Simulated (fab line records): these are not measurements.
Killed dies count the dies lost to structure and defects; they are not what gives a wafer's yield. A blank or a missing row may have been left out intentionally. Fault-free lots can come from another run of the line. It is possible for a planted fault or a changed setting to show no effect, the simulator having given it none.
fab line records | flow n5_finfet
record: lots: 4 wafers: 11 last_day: 15
route steps=1938 shown MIM_BOT_LITHO@1861 MIM_BOT_ETCH@1866 PASS1_CAP@1873 TV_LITHO@1875 TV_OPEN@1887
lots that met no fault: taken from a fault-free run of the same line
start_h: start of the lot's first displayed wafer, in hours after the record's first day | wait_h: time in hours since the lot's previous step | " identical to the entry in the row above | L1.1+2: several wafers, shown together as one row | - no value present, or no start provided | * or withheld: withheld | < > ~ a bound
route shown NAME@n: a module of which the file shows steps, and the number in the route of the first | usual: mean/standard deviation taken from wafers without a fault | same: alike in all rows | chamber/n: place in a boat | sites: readings site by site | _std_site: their standard deviation | _edge_site: the outer-site mean with the inner-site mean subtracted | radius_mm: for every site, how far away it sits from the centre of the wafer | mask NAME#n: copy n | behind: tool/chamber where the wafer was last shaped | hold: cause of the lot's hold/its duration in hours/its outcome | device: the transistor (n, p or np) that didn't switch | end of line: the same wafers' tests at the end of the route | a step given without rows: its recipe and nothing more | killed: at the first sort, the dies lost to defects and structure; wafer yield is something else | map: per-die view of a wafer (x killed, . not killed, _ where there is no die)
set.NAME: the setting that was run; set.NAME@STEP: the one run at that earlier step | model.NAME: the simulator's own value behind a step, which no gauge read
certain route steps with their lots: each step a table, each wafer a row
services: a tool's chamber out of use, with start hour (start_h, from the record's first day; less than 0 if before it), hours out, and reason
== steps ==
step: N5_MIM_BOT_LITHO_HARDBAKE_09
recipe: temp_c: 130 time_s: 120
step: N5_MIM_BOT_LITHO_DESCUM_10
recipe: chemistry: O2 time_s: 7.9 source_power_w: 50 bias_power_w: 20 pressure_mtorr: 20 rf_frequency_hz: 2.712e+07 temp_c: 40 o2_flow_sccm: 225
step: N5_MIM_BOT_ETCH_ETCH_04
recipe: chemistry: CF4/O2 target: SiNx target_depth_a: 260 time_s: 13 ion_energy_ev: 100 pressure_mtorr: 40 source_w: 535 bias_w: 49 Ar_flow_sccm: 100 cf4_flow_sccm: 100 O2_flow_sccm: 10
step: N5_MIM_BOT_ETCH_ETCH_03
recipe: chemistry: Cl2/BCl3 target_depth_a: 120 pressure_mtorr: 8 icp_w: 800 bias_w: 100 Cl2_flow_sccm: 20 bcl3_flow_sccm: 80
step: N5_MIM_BOT_ETCH_ETCH_00
recipe: chemistry: Cl2/BCl3 target: TiN target_depth_a: 455 ion_energy_ev: 150 pressure_mtorr: 10 icp_w: 1000 bias_w: 126 Cl2_flow_sccm: 53.25 bcl3_flow_sccm: 21.75 Ar_flow_sccm: 25
step: N5_MIM_BOT_ETCH_STRIP_01
recipe: chemistry: O2 power_w: 600 temp_c: 60 pressure_mtorr: 30 rf_frequency_hz: 6e+07 bias_power_w: 0 overash_fraction: 0.5 o2_flow_sccm: 225
step: N5_MIM_BOT_ETCH_STRIP_02
recipe: chemistry: post_etch_residue_remover time_s: 1200 temp_c: 72.5
step: N5_MIM_BOT_ETCH_CLEAN_05
recipe: chemistry: IPA time_s: 180 temp_c: 25
step: N5_MIM_BOT_ETCH_SRD_06
recipe: dry: ipa_marangoni time_s: 30 temp_c: 23 rinse_liquid: diw
step: N5_PASSIVATION_PECVD_55
recipe: material: SiO2 target_thk_a: 4000 temp_c: 400 precursor: SiH4/N2O pressure_torr: 2.7 rf_w: 608 time_s: 22.5
usual: heater_power_w: 585/78 showerhead_plenum_p_Torr: 8.15/0.091 throttle_valve_pct: 51.5/2.5
columns lot.wafer tool chamber start_h wait_h heater_power_w showerhead_plenum_p_Torr throttle_valve_pct model.SiO2_of_PASSIVATION_PECVD_55.thk_nm
L614.2 pecvd-04 1 236.74 0.0 556 8.09 54.8 397.2
L614.4 " 1 " " 561 8.11 54.6 402.6
L614.6 " 2 " " 589 8.20 47.4 398.4
L621.1 pecvd-04 1 325.27 0.0 497 8.08 54.9 398.2
L621.3 " 0 " " 676 8.10 50.8 152
L621.6 " 2 " " 603 8.18 48.0 402.2
L625.3 pecvd-04 2 334.05 0.0 588 8.20 48.5 157.8
L625.6 " 0 " " 685 8.11 51.1 396.4
L628.1 pecvd-02 0 354.14 0.0 580 7.96 54.6 398.4
L628.2 " 1 " " 729 8.25 52.9 402.8
L628.6 " 1 " " 565 8.24 52.9 410
step: N5_PASSIVATION_PECVD_01
recipe: material: SiNx target_thk_a: 2000 temp_c: 400 precursor: SiH4/NH3/N2 pressure_torr: 4.9 rf_w: 1406 time_s: 43.2
step: N5_PASSIVATION_HMDS_03
recipe: time_s: 60 temp_c: 120
step: N5_PASSIVATION_COAT_04
recipe: spin_rpm: * resist_thk_nm: *
step: N5_PASSIVATION_EBR_06
recipe: solvent: PGMEA ebr_width_mm: 1.5
step: N5_PASSIVATION_SOFTBAKE_05
recipe: temp_c: 100 time_s: 90
step: N5_PASSIVATION_EXPOSE_07
recipe: mask_id: TV na: 0.55 source_shape: conventional sigma_outer: 0.8 polarization: unpolarized defocus_nm: 0 target_cd_nm: 3000 dose_mj: 22.75
step: N5_PASSIVATION_PEB_08
recipe: peb_temp_c: withheld peb_time_s: *
step: N5_PASSIVATION_DEVELOP_09
recipe: develop_time_s: 60 rinse_liquid: diw dry: air_spin dev_temp_c: 21
step: N5_PASSIVATION_HARDBAKE_11
recipe: temp_c: 130 time_s: 120
step: N5_PASSIVATION_DESCUM_12
recipe: chemistry: O2 time_s: 7.9 source_power_w: 50 bias_power_w: 20 pressure_mtorr: 20 rf_frequency_hz: 2.712e+07 temp_c: 40 o2_flow_sccm: 225
step: N5_PASSIVATION_PASS_ETCH_74
recipe: chemistry: CF4/O2 target: SiNx target_depth_a: 2200 time_s: 110 ion_energy_ev: 100 pressure_mtorr: 40 source_w: 535 bias_w: 49 Ar_flow_sccm: 100 cf4_flow_sccm: 100 O2_flow_sccm: 10
step: N5_PASSIVATION_VIA_ETCH_13
recipe: chemistry: CHF3/O2 target: SiO2 target_depth_a: 6600 CHF3_flow_sccm: 50 O2_flow_sccm: 5 Ar_flow_sccm: 200 time_s: 330 mask_material: PR pressure_mtorr: 30 source_w: 650 bias_w: 170 ion_energy_ev: 200 ends: cleared
usual: bias_w: 170.1/0.5 drypump_motor_current_A: 5.8/0.54 etch_rf_on_time_s: 236/4.7 mfc_ar_sccm: 200.0/0.65 oes_f_703_au: 0.78/0.066 oes_product_au: 0.70/0.062 rf_vpp_V: 521/3.4 showerhead_plenum_p_Torr: 2.40/0.084 throttle_valve_pct: 18.91/0.22
columns lot.wafer tool chamber start_h wait_h bias_w drypump_motor_current_A etch_rf_on_time_s mfc_ar_sccm oes_f_703_au oes_product_au rf_hours_counter_h rf_vpp_V showerhead_plenum_p_Torr throttle_valve_pct model.coat_of_PASSIVATION_COAT_04.thk_nm model.TV_OPEN.cd_offset_nm
L614.2 rie_diel-05 2 237.51 0.0 170.7 5.4 233 200.2 0.73 0.66 199 527 2.39 19.28 * 1.2
L614.4 " 0 " " 170.2 5.6 233 200.0 0.93 0.83 21 525 2.36 18.46 * 1
L614.6 " 0 " " 170.7 5.6 229 200.1 0.92 0.84 - 524 2.36 18.45 * 1
L621.1 rie_diel-06 0 326.09 0.0 170.7 5.7 230 198.8 0.81 0.74 81 521 2.44 18.62 * 2
L621.3 " 3 " " 169.9 6.6 89 201.0 0.80 0.72 117 518 2.32 18.91 * 4.6
L621.6 " 2 " " 169.8 6.5 236 198.9 0.74 0.67 - 525 2.40 19.05 * 2
L625.3 rie_diel-06 3 334.70 0.0 169.8 6.6 95 198.6 0.80 0.70 120 516 2.32 18.89 * 5.4
L625.6 " 1 " " 169.8 5.5 241 200.4 0.70 0.63 - 521 2.30 18.96 * 3
L628.1 rie_diel-02 3 355.85 0.0 169.3 6.6 235 199.6 0.83 0.75 68 525 2.44 18.63 * 1.6
L628.2 " 2 " " 168.7 5.1 242 199.9 0.76 0.69 131 518 2.32 18.84 * 1.8
L628.6 " 1 " " 169.0 5.6 246 199.1 0.70 0.63 - 517 2.47 19.02 * 1.6
step: N5_PASSIVATION_STRIP_14
recipe: chemistry: O2 power_w: 600 temp_c: 60 pressure_mtorr: 30 rf_frequency_hz: 6e+07 bias_power_w: 0 overash_fraction: 0.5 o2_flow_sccm: 225
step: N5_PASSIVATION_ETCH_15
recipe: chemistry: CF4/N2 target: SiCN target_depth_a: 750 taper_deg: 2 time_s: 81.2 ion_energy_ev: 150 mask_material: SiNx pressure_mtorr: 40 source_w: 430 bias_w: 70 Ar_flow_sccm: 100 cf4_flow_sccm: 60 n2_flow_sccm: 60
usual: bias_w: 69.97/0.2 cf4_flow_sccm: 60.02/0.17 drypump_motor_current_A: 5.8/0.54 mfc_ar_sccm: 100.1/0.33 oes_product_au: 0.78/0.069 rf_vpp_V: 382.1/2.1 showerhead_plenum_p_Torr: 2.20/0.077 throttle_valve_pct: 15.48/0.23
columns lot.wafer tool chamber start_h wait_h bias_w cf4_flow_sccm drypump_motor_current_A mfc_ar_sccm oes_product_au rf_hours_counter_h rf_vpp_V showerhead_plenum_p_Torr throttle_valve_pct model.TV_OPEN.cd_offset_nm
L614.2 rie_diel-05 2 - - 70.15 60.28 5.4 99.9 0.72 199 380.6 2.19 15.84 1.2
L614.4 " 0 " " 69.75 59.99 5.6 100.0 0.92 21 381.0 2.16 15.00 1
L614.6 " 0 " " 69.82 60.16 5.7 100.2 0.92 - 382.1 2.16 15.01 1
L621.1 rie_diel-06 0 - - 69.96 59.86 5.7 100.3 0.81 81 381.8 2.23 15.18 1.8
L621.3 " 3 " " 69.83 60.15 6.6 99.6 0.79 117 380.0 2.13 15.48 4.6
L621.6 " 2 " " 69.53 60.09 6.5 100.0 0.73 - 383.4 2.19 15.64 1.8
L625.3 rie_diel-06 3 - - 70.00 59.97 6.6 100.3 0.79 120 381.1 2.13 15.49 5.4
L625.6 " 1 " " 70.16 59.96 5.5 100.3 0.69 - 378.6 2.10 15.53 3
L628.1 rie_diel-02 3 - - 69.86 60.18 6.5 100.2 0.84 68 383.4 2.23 15.16 1.8
L628.2 " 2 " " 70.35 59.93 5.1 100.4 0.75 131 379.7 2.13 15.41 1.8
L628.6 " 1 " " 69.90 59.96 5.5 100.1 0.70 - 384.6 2.27 15.63 1.6
step: N5_PASSIVATION_STRIP_73
recipe: chemistry: post_etch_residue_remover time_s: 60 temp_c: 25 remover_ph: withheld remover_water_wt_pct: withheld remover_fluoride_wt_pct: withheld
== services ==
columns tool chamber start_h hours kind
pecvd-02 1 242.54 2.1 repair
pecvd-02 - 266.62 1.8 repair
rie_diel-06 2 297.63 7.9 repair
rie_diel-05 3 298.23 8.0 repair
rie_diel-06 - 302.99 14.6 pm
pecvd-02 2 307.08 5.5 scheduled_down
pecvd-02 1 314.62 - calibration
rie_diel-02 0 316.48 3.8 repair
pecvd-02 2 325.63 3.6 repair
rie_diel-06 0 329.38 30.4 repair
rie_diel-02 0 333.06 3.4 repair
pecvd-04 - 335.62 0.3 repair
rie_diel-06 2 337.79 6.0 repair
== key ==
first_sign: step: N5_PASSIVATION_VIA_ETCH_13 reading: etch_rf_on_time_s direction: down sigmas: 31 usual: * struck: *
effect none on later readings
model_effect: step: N5_PASSIVATION_PECVD_55 value: SiO2_of_PASSIVATION_PECVD_55.thk_nm without: 393.7 struck: 154.9
model_effect: step: N5_PASSIVATION_VIA_ETCH_13 value: coat_of_PASSIVATION_COAT_04.thk_nm without: * struck: *
model_effect: step: N5_PASSIVATION_ETCH_15 value: TV_OPEN.cd_offset_nm without: 2.2 struck: 5
met_at N5_PASSIVATION_PECVD_55
struck_wafers L621.3,L625.3
onset_between 236.74 325.27
fault: kind: process_parameter_drift tool: pecvd-04 chamber: - onset_h: 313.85 steps: N5_PASSIVATION_PECVD_55 channel: time_s offset: * shape: step end_h: 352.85 scope: struck_wafers_only acts_in: * stated: *
